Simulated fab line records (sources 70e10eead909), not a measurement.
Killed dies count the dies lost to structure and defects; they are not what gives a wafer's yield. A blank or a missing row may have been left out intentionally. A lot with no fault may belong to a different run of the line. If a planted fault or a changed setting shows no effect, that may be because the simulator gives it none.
A struck lot beside a sound one || flow nand harc || 14 out of 1302 route steps
Sound: the wafers L893.1, L893.4, L893.5. Struck: wafer L899.4 (left out: L899.3, L899.5 of the same lot, which were not struck); the cause appears at the end.
Per side, at each step with rows, come the tool, then ch with its chambers, and then its first start. Under that, the readings that differ: sound wafers || struck wafers || difference of the means || sigmas: that difference in standard deviations of wafers without a fault.
alike: same words and numbers on both sides, and readings whose means sit less than 2 such deviations apart. not compared: any withheld reading, any reading some wafer has no value for, any bound like >300 that may hide the same value, and any number with overlapping values for which the record gives no deviation.
Wherever a step has rows on one side only, a row that says differs or no value, or a row with sigmas, the two part there. When numbers do not overlap yet have no deviation, they are printed without sigmas and do not part them. A reading missing from all wafers of one side parts the sides only when that side holds two or more wafers.

NHARC_P_CONTACT_ETCH_35: etches the open film in CF4, target depth 39 nm, time 65 s.
  sound on rie diel-09 ch 1,2,3, day 7 21:22; struck on rie diel-08 ch 1, day 10 12:23
{"reading": "rf vpp V (V)", "sound": "150.4 149.7 150.2", "struck": 152.6, "difference": "+2.5", "sigmas": "+2"}
{"reading": "showerhead plenum p Torr (Torr)", "sound": "1.67 1.70 1.69", "struck": 1.86, "difference": "+0.17", "sigmas": "+2"}
  alike: drypump motor current A, oes product au, throttle valve pct
  not compared: rf hours counter h
NHARC_P_CONTACT_ETCH_36: etches the open film in N2/H2, target depth 260 nm, time 406.25 s.
  sound on rie diel-09 ch 0,2; struck on rie diel-08 ch 3
{"reading": "throttle valve pct (%)", "sound": "14.176 14.182 14.170", "struck": 14.146, "difference": -0.030, "sigmas": -3}
  alike: drypump motor current A, oes product au, rf vpp V, showerhead plenum p Torr
  not compared: rf hours counter h
NHARC_P_CONTACT_ETCH_18: etches the open film in C4F8/O2/Ar, target depth 481 nm, time 240.5 s.
  sound on rie diel-09 ch 0,3; struck on rie diel-08 ch 2
  alike: oes product au, rf vpp V
  not compared: rf hours counter h
then, 1 step without rows for these wafers: NHARC_P_CONTACT_STRIP_37 (strips in C4F8/O2/Ar).
NHARC_P_CONTACT_ETCH_31: etches the open film in CH3F/O2, target depth 30 nm, time 85.7 s.
  sound on rie diel-09 ch 0,1,2; struck on rie diel-08 ch 2
  alike: drypump motor current A, oes product au, rf vpp V, showerhead plenum p Torr, throttle valve pct
  not compared: rf hours counter h
NHARC_P_CONTACT_CD_MEAS_19:
  sound: cd sem-01 at day 7 22:09; struck: cd sem-01 at day 10 13:11
  alike: cd nm
NHARC_P_CONTACT_STRIP_28: strips in O2.
  sound on rie diel-08 ch 0,2,3, day 7 22:14; struck on rie diel-11 ch 2, day 10 13:16
{"reading": "drypump motor current A (A)", "sound": "5.7 6.2 6.9", "struck": 5.1, "difference": -1.2, "sigmas": -2}
{"reading": "throttle valve pct (%)", "sound": "17.024 17.023 17.035", "struck": 17.049, "difference": "+0.022", "sigmas": "+2"}
  alike: oes product au, rf vpp V, showerhead plenum p Torr
  not compared: rf hours counter h
then, 5 steps without rows for these wafers: NHARC_P_CONTACT_STRIP_29 (strips in post etch residue remover, time 1200 s); NHARC_P_CONTACT_DEGAS_38 (time 60 s); NHARC_P_CONTACT_PRE_CLEAN_39 (time 19.5 s); NHARC_P_CONTACT_PVD_32 (deposits Ti, target thk 5 nm, time 17.7 s); NHARC_P_CONTACT_ALD_22 (deposits TiN, target thk 3 nm, pulse time 1 s, ald cycles 150).
NHARC_P_CONTACT_CVD_23: deposits W, target thk 200 nm, time 557 s.
  sound on cvd w-02 ch 0, day 7 23:25; struck on cvd w-02 ch 1, day 10 14:31
{"reading": "susceptor temp C (C)", "sound": "- - -", "struck": 300.04, "difference": "no value on the sound wafers", "sigmas": ""}
  alike: chamber pressure Torr, heater power w, mfc wf6 sccm, throttle valve pct
NHARC_P_CONTACT_CMP_24: polishes, t overpolish 30 s, target thk 200 nm.
  sound on cmp-04 ch 0,1,3, day 8 00:01; struck on cmp-01 ch 2, day 10 14:59
{"reading": "time to endpoint s (s)", "sound": "43 42 40", "struck": 21, "difference": -21, "sigmas": -7}
  alike: motor current A, overpolish run s, slurry flow ml min

== WHERE THEY PART ==
Last at NHARC_P_CONTACT_CMP_24 as far as this record goes, first at NHARC_P_CONTACT_ETCH_35.

WHY: what had been put in by the simulator
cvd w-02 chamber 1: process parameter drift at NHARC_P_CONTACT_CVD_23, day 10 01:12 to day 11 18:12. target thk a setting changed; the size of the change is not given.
